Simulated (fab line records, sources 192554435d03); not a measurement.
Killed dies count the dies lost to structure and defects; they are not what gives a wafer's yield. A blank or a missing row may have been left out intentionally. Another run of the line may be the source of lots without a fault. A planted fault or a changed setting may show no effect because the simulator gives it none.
Which of the tools did it?	flow n5Finfet	11 lots with 32 wafers sampled at 5 steps, on a route of 1938 steps

WHAT EACH GAUGE READ, for each wafer
N5_BEOL_M3_CD_MEAS_35: target cd 18 nm, target cd y 21 nm.
lot	measured	on	cdNm (nm)
L945	day 8 06:35	cdSem-03	18.5 18.3 17.7
L946	day 8 10:10	cdSem-01	17.2 18.3 18.6
L947	day 8 13:37	cdSem-02	18.0 18.4 18.4
L954	day 9 15:33	cdSem-01	17.4 18.2 18.6
L958	day 11 12:45	cdSem-02	17.7 17.7 17.9
L960	day 11 12:52	cdSem-03	17.9 18.2 17.8
L962	day 11 20:01	cdSem-01	18.3 18.1
L964	day 12 03:15	cdSem-01	17.9 17.6 17.8
L965	day 12 04:08	cdSem-01	18.2 17.8 17.4
L966	day 13 09:12	cdSem-03	18.6 17.7 18.1
L968	day 13 17:54	cdSem-01	18.3 17.6 18.5

N5_BEOL_M4_RC_MEAS_101.
lot	measured	on	DIBL_N (mV/V)	DIBL_P (mV/V)	IOFF_N (nA/um)	IOFF_P (nA/um)	ION_N (uA/um)	ION_P (uA/um)	SS_N (mV/dec)	SS_P (mV/dec)	VT_N (mV)	VT_P (mV)
L945	day 8 20:52	prober-01	33.1 34.9 38.3	33.5 36.1 39.8	0.10 0.14 0.22	0.14 0.18 0.24	647 658 696	443 454 469	70.5 71.3 72.1	71.6 73.0 73.2	258 252 244	-256 -254 -251
L946	day 8 23:49	prober-02	37.2 31.8 34.4	35.6 30.3 34.2	0.18 0.10 0.14	0.23 0.16 0.21	672 658 681	466 458 475	71.4 69.4 70.2	73.3 72.2 73.3	247 253 250	-248 -252 -249
L947	day 9 02:56	prober-02	40.5 37.7 38.3	39.4 35.1 37.4	0.23 0.17 0.20	0.26 0.19 0.23	695 676 693	463 454 464	73.2 72.8 72.4	74.4 73.9 73.9	247 250 248	-250 -254 -248
L954	day 10 02:13	prober-02	35.5 37.8 35.6	36.0 38.4 35.0	0.15 0.19 0.15	0.23 0.27 0.21	673 682 684	467 478 473	71.9 72.0 71.7	73.6 74.2 73.3	248 249 250	-246 -246 -247
L958	day 12 05:52	prober-02	35.7 36.4 35.5	36.7 37.6 36.8	0.15 0.16 0.14	0.22 0.24 0.22	667 666 673	466 466 465	71.7 71.9 70.7	73.9 73.5 73.5	253 252 252	-248 -247 -249
L960	day 12 05:59	prober-01	39.8 36.4 31.1	41.0 36.3 30.7	0.22 0.14 0.09	0.27 0.19 0.13	696 658 644	465 452 447	72.8 71.2 69.8	74.6 72.9 72.0	245 255 257	-246 -252 -255
L962	day 12 11:46	prober-02	37.5 36.2	37.3 36.1	0.21 0.18	0.22 0.20	678 699	460 469	71.7 71.6	73.9 73.4	244 246	-250 -250
L964	day 12 18:49	prober-01	37.2 36.0 37.9	37.7 36.6 38.2	0.18 0.17 0.19	0.24 0.23 0.24	699 678 664	478 465 456	72.0 71.1 72.0	73.5 73.3 73.2	247 246 245	-246 -247 -249
L965	day 12 20:22	prober-02	35.6 35.8 37.1	35.6 36.1 37.1	0.15 0.16 0.19	0.19 0.19 0.22	665 681 673	447 456 449	71.4 71.3 72.3	73.5 73.6 73.9	252 250 246	-254 -254 -253
L966	day 14 02:22	prober-02	36.5 40.9 36.9	38.2 43.3 38.2	0.16 0.30 0.18	0.23 0.37 0.23	661 712 682	455 483 462	71.5 72.4 71.4	74.0 75.4 74.2	251 240 247	-251 -245 -251
L968	day 14 08:18	prober-02	38.0 37.7 35.5	35.3 35.8 33.8	0.19 0.16 0.14	0.20 0.20 0.17	693 654 680	467 445 472	72.9 71.8 71.3	73.4 73.4 73.6	246 251 251	-252 -252 -252

TOOL THAT RAN EACH LOT (tool first, then ch and the chambers of the sampled wafers, then the start)
lot	N5_BEOL_M3_CVD_47	N5_BEOL_M3_SPUTTER_79	N5_BEOL_M3_ANNEAL_80
L945	cvdCo-02 ch 1,2, day 8 07:56	pvdSputter-02, day 8 08:20	pvdSputter-02, day 8 08:25
L946	cvdCo-02 ch 0,2, day 8 10:58	pvdSputter-01, day 8 11:21	pvdSputter-01, day 8 11:26
L947	cvdCo-01 ch 1,2, day 8 14:14	pvdSputter-03, day 8 14:45	pvdSputter-03, day 8 14:50
L954	cvdCo-02 ch 0,1,2, day 9 16:16	pvdSputter-01, day 9 16:39	pvdSputter-01, day 9 16:44
L958	cvdCo-01 ch 0,1,2, day 11 13:48	pvdSputter-02, day 11 14:40	pvdSputter-02, day 11 14:45
L960	cvdCo-01 ch 0,1,2, day 11 14:14	pvdSputter-03, day 11 16:00	pvdSputter-03, day 11 16:05
L962	cvdCo-02 ch 0, day 11 22:21	pvdSputter-03, day 11 22:50	pvdSputter-03, day 11 22:55
L964	cvdCo-01 ch 0,2, day 12 04:43	pvdSputter-03, day 12 05:05	pvdSputter-03, day 12 05:10
L965	cvdCo-01 ch 1,2, day 12 04:55	pvdSputter-01, day 12 05:19	pvdSputter-01, day 12 05:23
L966	cvdCo-02 ch 0,1, day 13 09:52	pvdSputter-02, day 13 11:43	pvdSputter-02, day 13 11:48
L968	cvdCo-02 ch 0,1, day 13 18:34	pvdSputter-01, day 13 19:02	pvdSputter-01, day 13 19:07
- N5_BEOL_M3_CVD_47: deposits Co from CCTBA/H2, target thk 3 nm, time 223.8 s.
- N5_BEOL_M3_SPUTTER_79: material Cu, target thk 4.5 nm, time 8.29 s.
- N5_BEOL_M3_ANNEAL_80: time 240 s.

AS READ BY THE TOOLS THEMSELVES (means over the sampled wafers that have a number; for cases with no such wafer, the mark the record gives instead)
N5_BEOL_M3_CVD_47.
lot	tool	runLengthS (s)
L945	cvdCo-02	246.7
L946	cvdCo-02	246.8
L947	cvdCo-01	246.5
L954	cvdCo-02	272.2
L958	cvdCo-01	246.8
L960	cvdCo-01	246.6
L962	cvdCo-02	245.9
L964	cvdCo-01	246.6
L965	cvdCo-01	246.8
L966	cvdCo-02	245.9
L968	cvdCo-02	246.0

N5_BEOL_M3_SPUTTER_79.
lot	tool	throttleValvePct (%)
L945	pvdSputter-02	30.0
L946	pvdSputter-01	29.5
L947	pvdSputter-03	31.0
L954	pvdSputter-01	29.9
L958	pvdSputter-02	29.7
L960	pvdSputter-03	31.3
L962	pvdSputter-03	31.0
L964	pvdSputter-03	31.4
L965	pvdSputter-01	29.7
L966	pvdSputter-02	30.1
L968	pvdSputter-01	29.7

N5_BEOL_M3_ANNEAL_80.
lot	tool	heaterPowerW (W)
L945	pvdSputter-02	801
L946	pvdSputter-01	827
L947	pvdSputter-03	820
L954	pvdSputter-01	956
L958	pvdSputter-02	747
L960	pvdSputter-03	796
L962	pvdSputter-03	780
L964	pvdSputter-03	777
L965	pvdSputter-01	923
L966	pvdSputter-02	833
L968	pvdSputter-01	938

THE ANSWER, worked out from the rows above alone
Rule: the lots themselves supply what counts as usual. Put in order of their means at a reading, lots are off if they are a third of the lots or fewer, leave a main group of 4 or more, and stand apart from it by a gap of 3 or more times the standard deviation of the main group's means; of several such gaps the widest counts. The tables above print the reading to a certain number of digits; a main group whose means all agree to those digits is not used. A lot without any number at a reading at which 4 lots or more have one is off too. All remaining lots with rows at the step are treated as sound. First the gauges in route order, then the tools' own readings, where a lot's mean is used as printed above. At the first step where some lot is off, the reading lying furthest off is the one used; lots without a number count as furthest.
Off: L954, at N5_BEOL_M3_CVD_47 (runLengthS). For the main group the mean is 246.5 s and the standard deviation 0.36.
If a tool, at that step or one of the process steps before it, ran each lot that is off and ran no sound lot following the first of them, it fits. Not one of the candidates tried fits.

WHAT WAS PUT IN BY THE SIMULATOR
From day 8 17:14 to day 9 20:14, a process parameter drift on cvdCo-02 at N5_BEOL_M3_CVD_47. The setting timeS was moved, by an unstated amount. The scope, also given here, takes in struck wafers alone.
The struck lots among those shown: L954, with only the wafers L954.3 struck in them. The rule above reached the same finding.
